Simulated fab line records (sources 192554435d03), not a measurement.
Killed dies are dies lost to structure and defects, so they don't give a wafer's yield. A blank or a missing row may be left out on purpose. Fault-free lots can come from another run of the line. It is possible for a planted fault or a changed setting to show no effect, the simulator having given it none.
fab line records ; flow n5-finfet
record: lots: 4; wafers: 12; last-day: 17
route steps=1938 shown BEOL_M15@1811 PASS1_DEP@1831 MIM_BOT@1832 MIM_TOP@1834 MIM_TOP_LITHO@1839 MIM_TOP_ETCH@1851 PASSIVATION@1936
lots that met no fault: from a run of the same line without faults
start-h: the number of hours between the record's first day and the start of the first shown wafer of the lot ; wait-h: hours from the lot's prior step to this one ; " same as the row above ; L1.1+2: one row covering several wafers at once ; - no value, or no start given ; * or withheld: withheld ; < > ~ a bound
route shown NAME@n: a module of which the file shows steps, and the number in the route of the first ; usual: the fault-free wafers' mean and standard deviation ; same: alike in all rows ; chamber/n: place in a boat ; sites: each site's reading ; _std_site: their standard deviation ; _edge_site: the outer-site mean with the inner-site mean subtracted ; radius-mm: how far each site lies from the wafer's centre ; mask NAME#n: copy n ; behind: the most recent tool/chamber to have shaped the wafer ; hold: cause of the lot's hold/its duration in hours/its outcome ; device: transistor that didn't switch, given as n, p or np ; end of line: tests run on the same wafers once the route is complete ; a step with no rows: only its recipe ; killed: at the first sort, the dies lost to defects and structure; wafer yield is something else ; map: dies across one wafer; x = killed, . = not, _ = none there
set.NAME: the setting the step ran with; set.NAME@STEP: the setting that earlier step ran with ; model.NAME: the simulator's own value behind a step, which no gauge read
certain route steps with their lots: each step a table, each wafer a row
== steps ==
step: N5_BEOL_M15_STRIP_36
recipe: chemistry: O2; power-w: 600; temp-c: 60; pressure-mtorr: 30; rf-frequency-hz: 6e+07; bias-power-w: 0; overash-fraction: 0.3; o2-flow-sccm: 225
step: N5_BEOL_M15_STRIP_62
recipe: chemistry: O2; power-w: 600; temp-c: 60; pressure-mtorr: 30; rf-frequency-hz: 6e+07; bias-power-w: 0; overash-fraction: 0.3; o2-flow-sccm: 225
step: N5_BEOL_M15_STRIP_37
recipe: chemistry: O2; power-w: 600; temp-c: 60; pressure-mtorr: 30; rf-frequency-hz: 6e+07; bias-power-w: 0; overash-fraction: 0.3; o2-flow-sccm: 225
step: N5_BEOL_M15_ETCH_38
recipe: chemistry: CF4/N2; target: SiCN; target-depth-a: 1064; taper-deg: 2; time-s: 120.5; ion-energy-ev: 150; mask-material: SiO2; pressure-mtorr: 40; source-w: 430; bias-w: 70; Ar_flow_sccm: 100; cf4-flow-sccm: 60; n2-flow-sccm: 60
step: N5_BEOL_M15_PRECLEAN_39
recipe: chemistry: residue-remover; time-s: 60; temp-c: 40
step: N5_BEOL_M15_SRD_40
recipe: time-s: 30; temp-c: 23; rinse-liquid: diw; dry: n2-spin; spin-rpm: 1500; dry-time-s: 30
step: N5_BEOL_M15_DEGAS_41
recipe: ambient: vacuum; temp-c: 300; time-s: 60
step: N5_BEOL_M15_PRE_CLEAN_42
recipe: gas: H2/He; time-s: 30; temp-c: 300
step: N5_BEOL_M15_SPUTTER_43
recipe: material: TaN; target-thk-a: 150; temp-c: 50; bias-v: 168.6; power-w: 15000; chamber-pressure-pa: 0.12; time-s: 24.19
step: N5_BEOL_M15_SPUTTER_44
recipe: material: Ta; target-thk-a: 150; temp-c: 50; bias-v: 80; power-w: 15000; chamber-pressure-pa: 0.07; time-s: 24.19
step: N5_BEOL_M15_SPUTTER_45
recipe: material: Cu; target-thk-a: 1000; temp-c: -20; bias-v: 60; power-w: 26000; chamber-pressure-pa: 0.13; time-s: 16.67
step: N5_BEOL_M15_ECD_47
recipe: material: Cu; target-thk-a: 18600
lot.wafer;tool;chamber;start-h;wait-h
L578.3+4+6;ecd-cu-02;0,1,1;271.71;0.2
L588.2+3+6;ecd-cu-01;0,0,1;340.25;0.1
L595.1+3+5;ecd-cu-02;1,0,0;374.46;0.1
L598.1+5+6;ecd-cu-02;0,1,0;400.03;0.1
step: N5_BEOL_M15_ANNEAL_48
recipe: temp-c: 225; time-s: 90; ambient: N2
step: N5_BEOL_M15_CMP_49
recipe: stop-on: SiO2; t-overpolish-s: 4.9; down-force-psi: 2; platen-rpm: 80; clearing-platen-down-force-psi: 2; clearing-platen-rpm: 80; post-cmp-clean: cu-alkaline; target-thk-nm: 850; clearing-platen-pad-velocity-m-s: 1.5917; pad-velocity-m-s: 1.5917
step: N5_BEOL_M15_PRE_CLEAN_52
recipe: gas: NH3; time-s: 15; temp-c: withheld; rf-power-w: 300
step: N5_BEOL_M15_DEP_53
recipe: material: SiCN; target-thk-a: 500; temp-c: withheld; precursor: 3MS/NH3; pressure-torr: 3; rf-w: 675; time-s: 17.8
step: N5_PASSIVATION_PECVD_00
recipe: material: SiO2; target-thk-a: 2000; temp-c: 400; precursor: SiH4/N2O; pressure-torr: 2.7; rf-w: 608; time-s: 11.2
step: N5_MIM_BOT_DEGAS_01
recipe: ambient: vacuum; temp-c: 300; time-s: 60
step: N5_MIM_BOT_SPUTTER_00
recipe: material: TiN; target-thk-a: 350; temp-c: 200; power-w: 3000; chamber-pressure-pa: 0.49996; gas: Ar; reactive-partial-pa: 0.37997; time-s: 89.7
step: N5_MIM_TOP_ALD_00
recipe: material: Al2O3; target-thk-a: *; temp-c: withheld; ald-precursor-family: TMA; ald-co-reactant: O3; pulse-time-s: withheld; purge-time-s: 3; co-reactant-purge-time-s: withheld; co-reactant-pulse-time-s: 3; ald-cycles: withheld
step: N5_MIM_TOP_ALD_01
recipe: material: HfO2; target-thk-a: 56; temp-c: withheld; ald-precursor-family: Hf-amide; ald-co-reactant: O3; pulse-time-s: 1; purge-time-s: 3; co-reactant-purge-time-s: 2; co-reactant-pulse-time-s: 3; ald-cycles: 62
step: N5_MIM_TOP_ALD_02
recipe: material: Al2O3; target-thk-a: *; temp-c: withheld; ald-precursor-family: TMA; ald-co-reactant: O3; pulse-time-s: withheld; purge-time-s: 3; co-reactant-purge-time-s: withheld; co-reactant-pulse-time-s: 3; ald-cycles: withheld
step: N5_MIM_TOP_DEGAS_04
recipe: ambient: vacuum; temp-c: 300; time-s: 60
step: N5_MIM_TOP_SPUTTER_03
recipe: material: TiN; target-thk-a: 350; temp-c: 200; power-w: 3000; chamber-pressure-pa: 0.49996; gas: Ar; reactive-partial-pa: 0.37997; time-s: 89.7
step: N5_MIM_TOP_LITHO_HMDS_01
recipe: time-s: 60; temp-c: 120
step: N5_MIM_TOP_LITHO_COAT_02
recipe: spin-rpm: *; resist-thk-nm: *
step: N5_MIM_TOP_LITHO_EBR_04
recipe: solvent: PGMEA; ebr-width-mm: 1.5
step: N5_MIM_TOP_LITHO_SOFTBAKE_03
recipe: temp-c: 100; time-s: 90
step: N5_MIM_TOP_LITHO_EXPOSE_05
recipe: mask-id: MIM_TOP; na: 0.55; source-shape: conventional; sigma-outer: 0.8; polarization: unpolarized; target-cd-nm: 2000; dose-mj: 20.5
step: N5_MIM_TOP_LITHO_PEB_06
recipe: peb-temp-c: withheld; peb-time-s: *
step: N5_MIM_TOP_LITHO_DEVELOP_07
recipe: develop-time-s: 60; rinse-liquid: diw; dry: air-spin; dev-temp-c: 21
step: N5_MIM_TOP_LITHO_HARDBAKE_09
recipe: temp-c: 130; time-s: 120
step: N5_MIM_TOP_LITHO_DESCUM_10
recipe: chemistry: O2; time-s: 7.9; source-power-w: 50; bias-power-w: 20; pressure-mtorr: 20; rf-frequency-hz: 2.712e+07; temp-c: 40; o2-flow-sccm: 225
step: N5_MIM_TOP_ETCH_ETCH_00
recipe: chemistry: Cl2/BCl3; target: TiN; target-depth-a: 385; ion-energy-ev: 150; pressure-mtorr: 10; icp-w: 1000; bias-w: 126; Cl2_flow_sccm: 53.25; bcl3-flow-sccm: 21.75; Ar_flow_sccm: 25
step: N5_PASSIVATION_PROBE_49
usual: defect-limited-yield: 91.4/1.6; killed_at_M0_to_M3: 31/11; killed_at_M4_up: 14/5.7; killed-at-contacts: 12/6; killed-at-front-end: 41/13; killed-at-other: 3.3/2.8; killed-dies: 101/19; killed-on-rim: 13/3.9; killed-open: 67/14; killed-short: 33/8.2; sort_bin_5_function: 5.0/1.1; sort_bin_6_memory: 3.3/0.74; sort-n-pass: 1078/20; sort-yield-pct: 91.3/1.7
same: gross-dies: 1180; killed-at-back-side: 0; sort_bin_4_leakage[%]: 0; sort_bin_8_speed[%]: 0
lot.wafer;tool;chamber;start-h;wait-h;defect-limited-yield[%];killed_at_M0_to_M3;killed_at_M4_up;killed-at-contacts;killed-at-front-end;killed-at-other;killed-dies;killed-on-rim;killed-open;killed-short;sort_bin_5_function[%];sort_bin_6_memory[%];sort-n-pass;sort-yield-pct[%]
L595.1;prober-01;-;392.01;0.0;65.0;13;331;17;46;6;413;51;56;33;21.4;12.0;767;65.0
L595.3;prober-01;-;392.11;0.1;61.5;37;326;11;73;7;454;57;95;37;22.3;14.6;726;61.5
L595.5;prober-01;-;392.21;0.2;65.8;32;311;3;54;3;403;47;70;34;21.4;10.8;777;65.8
L598.1;prober-01;-;417.12;0.0;67.0;17;324;21;26;1;389;45;49;29;21.0;9.5;791;67.0
L598.5;prober-01;-;417.32;0.2;66.4;23;311;16;40;7;397;51;65;30;19.4;12.5;783;66.4
L598.6;prober-01;-;417.37;0.3;63.6;29;333;11;51;6;430;58;82;37;20.8;13.6;750;63.6
killed by level:class
L595.1 BEOL_M15:unspecified=322 STI_FIN_REVEAL:geometric-particle:open=15 MOL_CONTACT_COAG:geometric-particle:open=10 FIN_SAQP:geometric-particle:open=7 MOL_CONTACT_COAG:geometric-particle:short=7 FIN_SAQP:geometric-particle:short=6 DUMMY_GATE:geometric-particle:open=5 BEOL_M1:geometric-particle:short=4
L595.3 BEOL_M15:unspecified=314 FIN_SAQP:geometric-particle:open=25 STI_FIN_REVEAL:geometric-particle:open=15 MOL_CONTACT_COAG:geometric-particle:open=10 FIN_SAQP:geometric-particle:short=9 BEOL_M2:geometric-particle:open=8 BEOL_M1:geometric-particle:open=7 BEOL_M0_SAQP:geometric-particle:short=6
L595.5 BEOL_M15:unspecified=296 STI_FIN_REVEAL:geometric-particle:open=17 BEOL_M3:geometric-particle:open=9 FIN_SAQP:geometric-particle:short=8 BEOL_M2:geometric-particle:open=8 FIN_SAQP:geometric-particle:open=7 GATE_CUT:geometric-particle:short=6 BEOL_M8:geometric-particle:open=4
L598.1 BEOL_M15:unspecified=310 MOL_CONTACT_COAG:geometric-particle:open=14 MOL_CONTACT_COAG:geometric-particle:short=7 FIN_SAQP:geometric-particle:open=6 BEOL_M7:geometric-particle:open=5 STARTING-WAFER:geometric-particle:short=5 BEOL_M4:geometric-particle:open=4 BEOL_M1:geometric-particle:open=3
L598.5 BEOL_M15:unspecified=300 MOL_CONTACT_COAG:geometric-particle:open=14 FIN_SAQP:geometric-particle:open=10 STI_FIN_REVEAL:geometric-particle:open=10 BEOL_M0_SAQP:geometric-particle:short=8 STARTING-WAFER:geometric-particle:open=6 BEOL_M4:geometric-particle:open=5 PASS1_CAP:geometric-particle:short=4
L598.6 BEOL_M15:unspecified=311 FIN_SAQP:geometric-particle:open=17 MOL_CONTACT_COAG:geometric-particle:open=11 STI_FIN_REVEAL:geometric-particle:open=9 BEOL_M0_SAQP:geometric-particle:open=8 BEOL_M0_SAQP:geometric-particle:short=6 BEOL_M4:geometric-particle:open=6 FIN_SAQP:geometric-particle:short=5
map L595.3 (x killed, . not)
_________________x......xx...________________
______________.....x.xxxx..x...x_____________
___________.xx..x.x.xxxxx..x...x.xx__________
__________.xx.x..xx..x...xx..x...xx._________
________x....x.x.xxxx......x....x....x_______
_______xxx.......xx..xx..x.x......x..x.______
______..x..x..xxxx...x........xxx.xx.x.x_____
_____xx.....x..x....xxx...x.x.xxxx....x..____
____..x...xx..xx.........xx.xx.xxxxx.x.xx.___
___....x.x...xx.x...xx.......xxx..x.xxx.x.x__
___...xxxx....x.x....x.x.........x...x.xxx.__
__x...xx......xx.....xx..x...x.......x.x...x_
__....xxxxx.x.x..x.x.xx.....x.xxx......x.x.x_
_...x..xxx..x.xxxx.xxx......x.xxx..xx.xxx.x.x
_.xx.xxx.x.xx............x.x.x..x.....xx..xxx
_x.x.x..xx.x..x...x.x.x..x...x.....x..x...x..
_....x..xx..xx.x..x....xxx....xx.x..x.x....xx
_x...xx..xx..x.x....xxx...x..........xx.xx..x
_.x.....xxx.x.x.xx.xxx..xx..x......xx.....x.x
_x..xx.xx...x....x..xx...x.xx.x..xxx......x.x
_..x....xx.xxx....xxx.xx...x.x.xxx..x..x.x...
__...x.xx.x..xxxx.xxx...x....x...xx........x_
__x....x.x...xx.x..x.x....x.xxx.....x...x..x_
___....x.xx..x..x.x...x.x......x..xx....x.x__
___.x.x.x.x....x.x.....xxxx..x....x..x..xx.__
____x..x....x...xx.x.x.x.x.........x.x.xxx___
_____xx.xx...x......x.xx...x..x..xx...x..____
______x.x.x..x.xx....xx..xx...xxxxxx.xx._____
_______...x..xx.......x...x...xxx.x....______
________..xxx.x....x.x.........xx..x.._______
__________....x......x...xx.x.xxxxx._________
___________x.x.xx.x........xx...x.x__________
______________.....xx.x.xxxx...._____________
_________________.....x.xxx..________________
map L598.6 (x killed, . not)
_________________x.......x.x.________________
______________x......xx.x.xxx.x._____________
___________.x.x..x....xxx..x.x..x.x__________
__________xx..xx..xx.........x......_________
________.xxx........xxx.xxxx......xx.._______
_______.x........x....x...x..xx........______
______.x..x.xxx.xxx.x.....xxx..x.x....xx_____
_____x.......x.x.........x..x..x...x.xx.x____
____....x.x.x..x.xx..x..xx...xxx....x....x___
___..x...xxxxx.x...x....x..xx..x..x..x.xx..__
___xxx.x.......x..x..x..xxx...x.......x..xx__
__xxx....x.......x.xxxx.xx..xxx..x.xx.....x._
__....xx.x.....x.xx.....xx..x.....xx........_
_x..x....xx.x......x......x.xxx.xx..x..xxx..x
_...x.x.x.xx.x....xx..xxx.x.....xxxx.x...xx..
_x....xx...xxxx.x...x....xx..xxx..x....xx....
_........x...x....xx...x........x.xx...x..xxx
_..xx.x......x...xx..xx..xx..x.x.....x...x...
_xxx.x..x.xx..x......x..x.xx..x..........xx..
_xxx...x........xx.xx....x.x..xxx...xx.......
_x.xx...x.x..x.xxx...x..x.xxx...xxxxxx...x.x.
__x..........x..x.x..xx.x.x.xxx.xx...x.....x_
__x..x..x.....x.............xx...x..x.x...x._
___xx.....xxxx....x....x.xx.xx...xx...x.x.x__
___........x....xx.xx..xx.xx..x..x.x.x.x...__
____.xx.......x.xxxx.x..xxx...xxx.xxx.xxx.___
_____x.xx....xx..x..x..x.xx........xx....____
______xx.xx.xx..x..x....xxx..x....x....._____
_______..x..xxx......x..x...x.x.xxx....______
________.x.x....xx.x...x......x..xx..._______
__________x.xx.x.x.x..xx.x.x..x...x._________
___________.x.x....x..x..xx.xx.xx.x__________
______________......xxxxx.x...x._____________
_________________....xxx.....________________
== key ==
first-sign: step: N5_PASSIVATION_PROBE_49; reading: killed_at_M4_up; direction: up; sigmas: 54; usual: 14; struck: 323
effect: step: N5_PASSIVATION_PROBE_49; reading: defect-limited-yield; direction: down; sigmas: 16; usual: 91.4; struck: 64.9
more-kills-born-at: N5_BEOL_M15_ECD_47@ecd-cu-02: 1853
met-at N5_BEOL_M15_ECD_47
struck-wafers L595.1,L595.3,L595.5,L598.1,L598.5,L598.6
onset-between 271.71 374.46
also-fits time
fault: kind: chamber-particle-source; tool: ecd-cu-02; chamber: -; onset-h: 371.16; steps: N5_BEOL_M15_ECD_47; rate-per-visit-cm2: 0.61752; end-h: 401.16
